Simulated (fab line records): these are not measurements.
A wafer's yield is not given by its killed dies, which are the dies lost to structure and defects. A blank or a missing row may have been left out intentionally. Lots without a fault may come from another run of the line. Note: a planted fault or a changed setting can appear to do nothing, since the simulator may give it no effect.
Problem report, 8D (eight disciplines) form, completed by code / flow n5-finfet / the parts of the form that need people (team, actions taken, sign-off) are left out

1. WHAT WENT WRONG
spin-speed-rpm at N5_BEOL_M15_COAT_04 reads a mean of 1844.4 rpm on 6 wafers of 2 lots; wafers without a fault read 1704.2 rpm with a standard deviation of 1. So: +99 or more standard deviations from the usual mean.
The step: resist thk 800 nm.
First observed at day 16 14:23: wafer L752.1, on litho-track-02. The record holds 12 wafers of 4 lots with a number at this step. Rule for "out", or "out of limits": more than 4 standard deviations from the usual mean. The rest of the wafers with a number are treated as sound.

2. WHAT IT IS AND WHAT IT IS NOT
question=which readings at this step; is=spin-speed-rpm; is not=-
question=which lots; is=L752, L754; is not=L742, L743
question=which wafers of those lots; is=all that have a number; is not=-
question=read on which tools; is=litho-track-02; is not=litho-track-01
question=when; is=from day 16 14:23; is not=up to then (6 sound wafers)

3. THE SUSPECTS, EACH WITH WHAT RULES IT OUT
Counting: any tool at a process step up to the reading is kept as a suspect provided that every lot that is out went through it and no sound lot did after the first of them.
- litho-track-02 at N5_BEOL_M15_COAT_04 (resist thk 800 nm): kept. It ran every lot that is out, first L752 (day 16 14:23), and no sound lot after that; its last sound lot up to then is L743 (day 13 21:32). Its own spin-speed-rpm readings are out on those wafers.
Remaining after the count: litho-track-02 at N5_BEOL_M15_COAT_04.

4. THE CAUSE (what the simulator had put in)
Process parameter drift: litho-track-02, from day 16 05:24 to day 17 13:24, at N5_BEOL_M15_COAT_04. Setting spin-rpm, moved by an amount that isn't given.
Counting left only this tool.

5. THE CHAIN OF EFFECTS, in route order
One row per reading whose mean, taken over the struck wafers that have a number, lies over 3 standard deviations from the usual. Only readings whose record carries a usual standard deviation are examined. hours: median over the lots of the time between each lot's start at the first step of this table that gives one and its start at this step. sigmas: the change, counted in usual standard deviations.
hours=0; step=N5_BEOL_M15_COAT_04; reading=spin-speed-rpm; usual=1704.2 rpm; on struck wafers=1844.4; change=+140.2; sigmas=+99 or more
Process steps it contains:
- N5_BEOL_M15_COAT_04: resist thk 800 nm.

6. HOW IT WOULD HAVE BEEN CAUGHT EARLIER
The fault began at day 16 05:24; the first out-of-limits reading in this record came at day 16 14:23, 9 hours later.
